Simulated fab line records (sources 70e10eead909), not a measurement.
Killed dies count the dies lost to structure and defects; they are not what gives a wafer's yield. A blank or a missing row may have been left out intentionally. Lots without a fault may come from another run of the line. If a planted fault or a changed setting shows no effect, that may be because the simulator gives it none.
fab line records	flow nand_harc
[record] lots = 13	wafers = 39	last_day = 24
route steps=1159 shown A_STAIRCASE@555 THIN_TSV@1116 END@1159
lots untouched by any fault: they come from a run of this same line in which no faults occurred
start_h: the number of hours between the record's first day and the start of the first shown wafer of the lot	wait_h: hours since the lot's step before	" repeats the value in the row above	L1.1+2: one row covering several wafers at once	- no value, or no start was given	* or withheld: withheld	< > ~ a bound
route shown NAME@n: names a module that has steps shown in the file, with the first one's number in the route	usual: mean and standard deviation over wafers with no fault	same: alike in all rows	chamber/n: place in a boat	sites: the reading at each site	_std_site: the standard deviation of these	_edge_site: the outer-site mean with the inner-site mean subtracted	radius_mm: how far each site lies from the wafer's centre	mask NAME#n: copy n	behind: the tool/chamber that last shaped the wafer	hold: why the lot was held/for how many hours/how that ended	device: names the non-switching transistor (n, p or np)	end of line: the same wafers' tests at the end of the route	a step given without rows: its recipe and nothing more	killed: dies that structure and defects cost at the first sort, which is not the same as the wafer's yield	map: a wafer's dies, x killed, . not, _ none there
set.NAME: the setting that was run; set.NAME@STEP: the one run at that earlier step	model.NAME: the simulator's own value behind a step, which no gauge read
steps of the route over a sample of lots; a table a step, a row a wafer
services: from which hour (start_h, from the record's first day; less than 0 if before it) a tool's chamber was out of use, for how many hours, and why
[[steps]]
[step NHARC_A_STAIRCASE_ETCH_19]
[recipe] target_depth_a = 1000	time_s = 40.5	ion_energy_ev = 400	c4f8_flow_sccm = 20	o2_flow_sccm = 10	ar_flow_sccm = withheld	rf_w = 600	bias_w = 1000	chemistry = C4F8/O2
[usual] chamber_pressure_mTorr = 25.000/0.022	oes_product_au = 0.937/0.01	rf_vpp_V = 899/4.9
lot.wafer	tool	chamber	start_h	wait_h	chamber_pressure_mTorr	oes_product_au	rf_hours_counter_h	rf_vpp_V
L668.2	rie_diel-07	1	239.52	-	24.977	0.940	0	898
L668.1	"	3	"	"	24.994	0.950	0	895
L668.5	"	2	"	"	25.014	0.934	-	902
L667.4	rie_diel-02	2	247.19	-	24.975	0.936	36	904
L667.1	"	0	"	"	25.023	0.929	36	893
L667.6	"	3	"	"	24.962	0.919	-	899
L669.1	rie_diel-02	2	251.89	-	24.999	0.950	38	906
L669.4	"	0	"	"	24.956	0.938	38	892
L669.6	"	3	"	"	24.974	0.931	-	898
L670.1	rie_diel-06	2	254.81	-	24.993	0.953	1	905
L670.2	"	3	"	"	24.984	0.942	1	905
L670.6	"	1	"	"	24.966	0.948	-	897
L677.3	rie_diel-07	1	294.20	-	25.015	0.947	25	897
L677.6	"	3	"	"	25.015	0.935	-	896
L677.5	"	0	"	"	24.986	0.934	-	901
L678.3	rie_diel-06	1	315.69	-	24.978	0.933	23	897
L678.1	"	3	"	"	24.967	0.933	22	904
L678.5	"	2	"	"	25.020	0.939	-	905
L681.1	rie_diel-02	2	325.44	-	24.991	0.938	59	905
L681.4	"	3	"	"	24.988	0.939	63	900
L681.3	"	0	"	"	25.012	0.937	68	891
L682.3	rie_diel-07	0	329.91	-	24.984	0.947	36	901
L682.4	"	2	"	"	24.996	0.933	-	898
L682.5	"	3	"	"	24.955	0.921	-	896
L683.3	rie_diel-07	0	330.31	-	25.003	0.929	36	900
L683.1	"	2	"	"	24.977	0.928	36	899
L683.4	"	3	"	"	25.015	0.919	-	896
L685.4	rie_diel-02	1	346.39	-	25.000	0.949	3	888
L685.1	"	2	"	"	24.991	0.950	3	905
L685.5	"	1	"	"	25.018	0.951	-	889
L688.1	rie_diel-02	2	360.17	-	24.978	0.937	6	906
L688.2	"	0	"	"	24.995	0.946	6	891
L688.3	"	1	"	"	24.990	0.936	6	890
L689.1	rie_diel-02	1	361.43	-	24.966	0.923	6	888
L689.3	"	2	"	"	25.023	0.937	7	906
L689.4	"	3	"	"	24.972	0.929	7	899
L687.4	rie_diel-07	0	364.57	-	25.038	0.931	49	900
L687.3	"	1	"	"	25.037	0.941	46	895
L687.6	"	3	"	"	24.973	0.940	-	895
[step NHARC_THIN_TSV_CD_MEAS_12]
[recipe] target_cd_nm = 1000	landing_energy_ev = 500
[usual] cd_nm = 999.4/1.1
lot.wafer	tool	chamber	start_h	wait_h	cd_nm
L668.1	cd_sem-03	0	424.87	-	999.4
L668.2	"	0	"	"	1000.9
L668.5	"	0	"	"	999.1
L669.1	cd_sem-03	0	429.24	-	1001.8
L669.4	"	0	"	"	1000.5
L669.6	"	0	"	"	1000.7
L670.1	cd_sem-01	0	430.47	-	998.6
L670.2	"	0	"	"	997.8
L670.6	"	0	"	"	999.8
L667.1	cd_sem-02	0	434.74	-	996.9
L667.4	"	0	"	"	997.5
L667.6	"	0	"	"	998.3
L677.3	cd_sem-02	0	473.59	-	999.5
L677.5	"	0	"	"	999.3
L677.6	"	0	"	"	999.3
L678.1	cd_sem-01	0	506.77	-	1000.9
L678.3	"	0	"	"	999.9
L678.5	"	0	"	"	999.0
L681.1	cd_sem-03	0	508.14	-	999.8
L681.3	"	0	"	"	1000.7
L681.4	"	0	"	"	1001.7
L682.3	cd_sem-03	0	518.67	-	997.7
L682.4	"	0	"	"	999.8
L682.5	"	0	"	"	999.2
L683.1	cd_sem-01	0	529.83	-	998.0
L683.3	"	0	"	"	998.6
L683.4	"	0	"	"	998.4
L685.1	cd_sem-02	0	534.55	-	1000.1
L685.4	"	0	"	"	1000.2
L685.5	"	0	"	"	999.8
L689.1	cd_sem-01	0	535.76	-	999.9
L689.3	"	0	"	"	1001.0
L689.4	"	0	"	"	999.5
L688.1	cd_sem-02	0	545.92	-	1000.9
L688.2	"	0	"	"	1001.5
L688.3	"	0	"	"	1000.3
L687.3	cd_sem-03	0	547.38	-	998.1
L687.4	"	0	"	"	999.8
L687.6	"	0	"	"	999.4
[step NHARC_THIN_TSV_DEP_47]
[recipe] target_thk_a = 2000	temp_c = withheld	pressure_torr = 6.5	rf_w = 900	teos_flow_sccm = 161.4	flow_sccm = 2650	target_thk_nm = 200	gas = O2	material = SiO2
[usual] chamber_pressure_Torr = 6.499/0.015	throttle_valve_pct = 15.9/0.63
lot.wafer	tool	chamber	start_h	wait_h	chamber_pressure_Torr	throttle_valve_pct
L668.1	pecvd-04	0	427.09	-	6.502	14.4
L668.2	"	1	"	"	6.508	15.7
L668.5	"	0	"	"	6.508	14.3
L669.1	pecvd-03	1	431.36	-	6.494	15.8
L669.6	"	1	"	"	6.483	16.2
L669.4	"	2	"	"	6.507	16.6
L670.1	pecvd-02	0	432.53	-	6.503	16.2
L670.2	"	1	"	"	6.527	16.2
L670.6	"	1	"	"	6.517	16.5
L667.1	pecvd-04	1	436.83	-	6.491	15.7
L667.6	"	1	"	"	6.510	16.0
L667.4	"	0	"	"	6.498	14.3
L677.3	pecvd-04	0	475.52	-	6.468	14.6
L677.6	"	2	"	"	6.507	16.2
L677.5	"	0	"	"	6.468	14.6
L678.3	pecvd-03	1	508.67	-	6.481	16.2
L678.1	"	2	"	"	6.524	16.5
L678.5	"	2	"	"	6.515	16.5
L681.1	pecvd-04	1	510.27	-	6.521	16.2
L681.3	"	2	"	"	6.482	16.4
L681.4	"	0	"	"	6.485	14.4
L682.3	pecvd-04	1	520.51	-	6.491	16.0
L682.5	"	1	"	"	6.511	15.7
L682.4	"	2	"	"	6.492	16.4
L683.1	pecvd-02	2	531.72	-	6.486	15.5
L683.3	"	0	"	"	6.521	15.9
L683.4	"	2	"	"	6.507	15.2
L685.1	pecvd-02	1	536.63	-	6.504	16.4
L685.4	"	0	"	"	6.486	16.1
L685.5	"	1	"	"	6.517	16.1
L689.3	pecvd-02	0	537.61	-	6.508	15.9
L689.1	"	2	"	"	6.496	15.4
L689.4	"	0	"	"	6.502	15.9
L688.1	pecvd-02	0	547.76	-	6.467	16.0
L688.2	"	2	"	"	6.499	15.3
L688.3	"	2	"	"	6.493	15.4
L687.3	pecvd-03	2	549.30	-	6.498	16.7
L687.4	"	0	"	"	6.508	15.7
L687.6	"	2	"	"	6.505	16.5
[step NHARC_THIN_TSV_ETCH_59]
[recipe] target_depth_a = 8800	icp_w = 900	bias_w = 100	Cl2_flow_sccm = 60	bcl3_flow_sccm = 30	time_s = 138.1	chemistry = Cl2/BCl3
[usual] chamber_pressure_mTorr = 10.001/0.01	drypump_motor_current_A = 6.1/0.57	oes_product_au = 1.000/0.0092	throttle_valve_pct = 22.263/0.0093
lot.wafer	tool	chamber	start_h	wait_h	chamber_pressure_mTorr	drypump_motor_current_A	oes_product_au	rf_hours_counter_h	throttle_valve_pct
L668.2	rie_metal-01	0	431.49	0.1	10.018	5.2	0.993	2.0	22.264
L668.1	"	1	"	"	9.998	6.8	0.998	3.1	22.252
L668.5	"	1	"	"	10.000	6.8	0.993	-	22.234
L669.1	rie_metal-01	0	435.80	0.1	10.001	5.3	0.997	2.3	22.260
L669.4	"	0	"	"	10.022	5.3	1.000	-	22.277
L669.6	"	0	"	"	10.010	5.3	0.988	-	22.262
L670.2	rie_metal-03	1	437.02	0.1	9.990	6.7	0.998	3.9	22.262
L670.1	"	0	"	"	10.000	6.1	1.001	4.9	22.263
L670.6	"	0	"	"	10.006	6.1	1.000	-	22.278
L667.1	rie_metal-01	0	441.35	0.2	9.999	5.2	0.991	2.5	22.265
L667.4	"	0	"	"	10.006	5.3	0.993	-	22.265
L667.6	"	0	"	"	10.006	5.2	0.995	-	22.258
L677.3	rie_metal-01	1	480.12	0.2	10.001	6.8	1.004	-	22.265
L677.6	"	1	"	"	9.997	6.8	1.009	-	22.271
L677.5	"	0	"	"	10.010	5.2	0.988	-	22.261
L678.1	rie_metal-02	0	513.39	0.1	10.002	5.6	0.995	3.5	22.269
L678.3	"	1	"	"	9.998	5.8	0.992	-	22.252
L678.5	"	0	"	"	9.999	5.6	1.002	-	22.257
L681.1	rie_metal-03	0	514.83	0.1	9.994	6.1	1.010	1.5	22.252
L681.3	"	0	"	"	9.989	6.1	1.012	-	22.250
L681.4	"	1	"	"	9.992	6.7	0.994	-	22.287
L682.3	rie_metal-01	0	524.96	0.2	10.000	5.3	1.001	-	22.255
L682.4	"	1	"	"	10.006	6.8	1.009	-	22.253
L682.5	"	0	"	"	10.012	5.3	0.989	-	22.258
L683.1	rie_metal-02	0	536.03	0.1	9.976	5.6	0.993	4.1	22.274
L683.4	"	0	"	"	10.012	5.6	1.000	-	22.263
L683.3	"	1	"	"	10.006	5.8	0.991	-	22.274
L685.1	rie_metal-01	1	540.97	0.2	9.998	6.8	1.018	0.6	22.267
L685.4	"	1	"	"	9.993	6.8	1.015	-	22.253
L685.5	"	0	"	"	10.003	5.3	1.002	-	22.250
L689.1	rie_metal-03	0	541.89	0.1	10.010	6.1	1.010	2.5	22.259
L689.3	"	0	"	"	10.001	6.1	1.019	-	22.263
L689.4	"	1	"	"	10.002	6.8	0.998	-	22.277
L688.1	rie_metal-03	1	552.24	0.1	9.982	6.7	1.007	2.7	22.268
L688.2	"	0	"	"	9.982	6.1	1.013	2.7	22.260
L688.3	"	0	"	"	10.000	6.1	1.009	-	22.258
L687.3	rie_metal-02	1	553.50	0.2	10.006	5.8	0.993	-	22.277
L687.4	"	0	"	"	10.001	5.6	1.000	-	22.259
L687.6	"	1	"	"	9.997	5.8	0.988	-	22.261
[step NHARC_END_SORT_01]
[recipe] temp_c = 25
[usual] killed_at_array = 26/9.6	killed_at_other = 0.7/0.92	killed_at_periphery = 3.8/2.7	killed_dies = 31/10	killed_open = 3.3/1.7	killed_short = 1.8/1.3
[same] gross_dies = 677
lot.wafer	tool	chamber	start_h	wait_h	killed_at_array	killed_at_other	killed_at_periphery	killed_dies	killed_open	killed_short
L678.1	prober-01	0	522.05	2.5	67	0	1	68	4	1
L678.3	prober-01	0	523.64	3.1	42	1	5	48	3	2
L678.5	prober-01	0	525.24	3.7	36	0	3	39	3	1
// killed by level:class
L678.1 A_STAIRCASE:unspecified=31 A_CHANNEL_HOLE_D1:chamber_film_flake=14 A_SGD_CUT:chamber_film_flake=10 A_CONTACT:chamber_film_flake=4 A_CONTACT:geometric_particle:open=2 A_SLIT:chamber_film_flake=2 P_M1:geometric_particle:open=1 A_WL_FILL:geometric_particle:short=1
L678.3 A_CHANNEL_HOLE_D1:chamber_film_flake=22 A_SLIT:chamber_film_flake=7 A_STAIRCASE:chamber_film_flake=3 A_SGD_CUT:chamber_film_flake=3 A_CONTACT:geometric_particle:open=2 P_M1:chamber_film_flake=2 A_CHANNEL_FILL_D1:chamber_film_flake=2 A_CONTACT:chamber_film_flake=2
L678.5 A_CHANNEL_HOLE_D1:chamber_film_flake=14 A_SLIT:chamber_film_flake=8 A_SGD_CUT:chamber_film_flake=5 A_CONTACT:chamber_film_flake=3 A_CHANNEL_FILL_D1:chamber_film_flake=2 P_M0:geometric_particle:open=1 P_M2:geometric_particle:open=1 A_CHANNEL_FILL_D1:geometric_particle:short=1
[[services]]
tool	chamber	start_h	hours	kind
rie_diel-07	3	217.21	9.3	repair
rie_diel-02	2	222.54	2.5	repair
rie_diel-07	-	228.36	9.0	pm
rie_diel-02	3	235.05	5.9	repair
rie_diel-02	-	258.59	0.4	repair
rie_diel-07	0	271.98	11.8	repair
pecvd-02	1	282.20	7.0	repair
pecvd-04	2	285.97	3.9	repair
rie_diel-02	2	295.62	8.8	repair
rie_metal-01	-	298.01	0.3	repair
pecvd-02	0	322.27	9.2	repair
rie_diel-02	-	327.83	9.0	pm
rie_metal-01	-	332.00	9.0	pm
pecvd-02	-	334.00	13.0	pm
pecvd-04	-	376.22	13.0	pm
rie_diel-07	0	379.37	1.6	repair
rie_metal-01	0	390.16	14.6	repair
rie_diel-07	-	405.36	9.0	pm
rie_diel-02	1	414.90	1.6	repair
rie_metal-01	-	471.91	1.6	repair
rie_diel-02	-	505.80	9.0	pm
rie_metal-01	-	509.00	9.0	pm
pecvd-02	-	515.24	13.0	pm
rie_diel-02	2	517.17	6.9	repair
[[key]]
[first_sign] step = NHARC_END_SORT_01	reading = killed_at_array	direction = up	sigmas = 4.2	usual = 26	struck = 67
[effect] step = NHARC_END_SORT_01	reading = killed_dies	direction = up	sigmas = 3.7	usual = 31	struck = 68
[more_kills_born_at] NHARC_A_STAIRCASE_ETCH_19@rie_diel-06 = 31
met_at NHARC_A_STAIRCASE_ETCH_19
struck_lots L678
struck_wafers L678.1
tester_left_out L678
not_acting_at NHARC_THIN_TSV_CD_MEAS_12,NHARC_THIN_TSV_DEP_47,NHARC_THIN_TSV_ETCH_59
onset_between 254.81 315.69
[fault] kind = chamber_particle_source	tool = rie_diel-06	chamber = 3	onset_h = 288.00	steps = NHARC_A_STAIRCASE_ETCH_19	rate_per_visit_cm2 = 0.92281	end_h = 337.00
// tester_left_out: of these lots the tester's yield and bins aren't shown, on N5 and GAA mostly nor the transistor test; their killed dies are dies lost to structure and defects alone, not to doping, threshold or leakage, so they don't give the yield
